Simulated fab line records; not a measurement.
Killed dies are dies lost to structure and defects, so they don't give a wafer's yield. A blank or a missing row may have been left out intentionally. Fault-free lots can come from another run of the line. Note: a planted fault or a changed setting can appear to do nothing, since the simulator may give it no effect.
Split-lot trial + flow n5 finfet + on a route of 1938 steps: 7 lots, 21 wafers read

== ABOUT THE SPLIT ==
At N5_GATE_CUT_DESCUM_18 (chemistry O2, time 7 s), the setting time s was moved away from the recipe's 7 s on 8 of the 21 wafers read, by -19.5% to +17.9%. The other wafers ran this setting at the recipe's value.

The split's own step is where the reading is taken.

== THE READING ==
CAR-EUV_of_GATE_CUT_COAT_07.thk nm (the simulator's own value, which no gauge read), in nm, at N5_GATE_CUT_DESCUM_18 (chemistry O2, time 7 s). There is no usual value for it anywhere in the file. Average 26.0 nm, standard deviation 0.095 nm, over the 13 wafers here run with the recipe.

| wafer  | tool, chamber at the split | time s as run, s | against the recipe | CAR-EUV_of_GATE_CUT_COAT_07.thk nm, nm | against lot-mates on the recipe |
|--------|----------------------------|------------------|--------------------|----------------------------------------|---------------------------------|
| L081.2 | rie diel-06, 1,3           | 7                | recipe             | 26                                     | -                               |
| L081.6 | rie diel-06, 1,3           | 7                | recipe             | 26                                     | -                               |
| L081.5 | rie diel-06, 2             | 7                | recipe             | 25.8                                   | -                               |
| L083.2 | rie diel-02, 2             | 6.51             | -7.0%              | 26.2                                   | +0.2                            |
| L083.4 | rie diel-02, 0,2           | 7                | recipe             | 26                                     | -                               |
| L083.5 | rie diel-02, 0,2           | 7                | recipe             | 26                                     | -                               |
| L085.1 | rie diel-06, 3             | 8.251            | +17.9%             | 25.6                                   | -0.5                            |
| L085.2 | rie diel-06, 2             | 7                | recipe             | 26                                     | -                               |
| L085.6 | rie diel-06, 3             | 7                | recipe             | 26.2                                   | -                               |
| L086.3 | rie diel-02, 1,3,2         | 5.638            | -19.5%             | 26.8                                   | no lot-mate on the recipe       |
| L086.5 | rie diel-02, 1,3,2         | 5.638            | -19.5%             | 26.8                                   | no lot-mate on the recipe       |
| L086.6 | rie diel-02, 1,3,2         | 5.638            | -19.5%             | 26.8                                   | no lot-mate on the recipe       |
| L089.3 | rie diel-06, 2             | 7                | recipe             | 26                                     | -                               |
| L089.5 | rie diel-06, 2             | 6.285            | -10.2%             | 26.2                                   | +0.2                            |
| L089.6 | rie diel-06, 3             | 6.285            | -10.2%             | 26.4                                   | +0.4                            |
| L090.2 | rie diel-06, 0             | 7.486            | +6.9%              | 25.8                                   | -0.2                            |
| L090.4 | rie diel-06, 2,1           | 7                | recipe             | 26                                     | -                               |
| L090.6 | rie diel-06, 2,1           | 7                | recipe             | 26                                     | -                               |
| L096.2 | rie diel-02, 1,3           | 7                | recipe             | 26                                     | -                               |
| L096.5 | rie diel-02, 1,3           | 7                | recipe             | 26                                     | -                               |
| L096.3 | rie diel-02, 0             | 7                | recipe             | 26.2                                   | -                               |
When a row names more than one chamber, that row covers several wafers, and the file does not tell which wafer ran in which chamber.

THE FIT
A straight line over all 21 wafers: CAR-EUV_of_GATE_CUT_COAT_07.thk nm changes by -0.0345 nm for each +1% of time s; r = -0.95; the points scatter about the line by 0.11 nm.
The same after taking each lot's own level away (the mean of its wafers on the recipe; 18 wafers): -0.0285 nm for each +1%; r = -0.92; scatter 0.076 nm.
According to that fit, moving time s by its largest amount changes the reading by 0.56 nm.
The lots' own levels span 25.93 to 26.10 nm, that is 1.8 times the standard deviation above.
So the lot-to-lot level changes the slope: the two fits differ.
Check: -0.521 nm against its lot-mates is what the line predicts for one of the wafers moved furthest among these (+17.9%) when that wafer is left out of the fit. Against them it came out at -0.5 nm.

== THE OTHER SPLITS THESE WAFERS WENT THROUGH ==
Before the reading, these wafers also passed through other splits. Each is held against what the fit with the lots' levels taken away leaves over:
| other split on the same wafers        | wafers away from the commonest value | r with CAR-EUV_of_GATE_CUT_COAT_07.thk nm (lot level and that fit taken away) |
|---------------------------------------|--------------------------------------|-------------------------------------------------------------------------------|
| N5_WELL_APT_COAT_19 spin rpm          | 10                                   | -0.05                                                                         |
| N5_FIN_SAQP_SPACER1_ALD_24 ald cycles | 6                                    | -0.02                                                                         |
| N5_FIN_CUT_EXPOSE_05 dose mj          | 10                                   | -0.12                                                                         |
| N5_SPACER0_ALD_00 ald cycles          | 7                                    | -0.07                                                                         |
| N5_SD_EPI_N_PEB_07 peb temp c         | 8                                    | -0.03                                                                         |
| N5_SDB_CUT_ETCH_26 icp w              | 5                                    | -0.27                                                                         |
| N5_HKMG_FIN_HK_ALD_01 ald cycles      | 8                                    | +0.05                                                                         |

== FILE'S OWN FIT ==
CAR-EUV_of_GATE_CUT_COAT_07.thk nm changes by -0.0284 nm for each +1% of time s, r = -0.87.
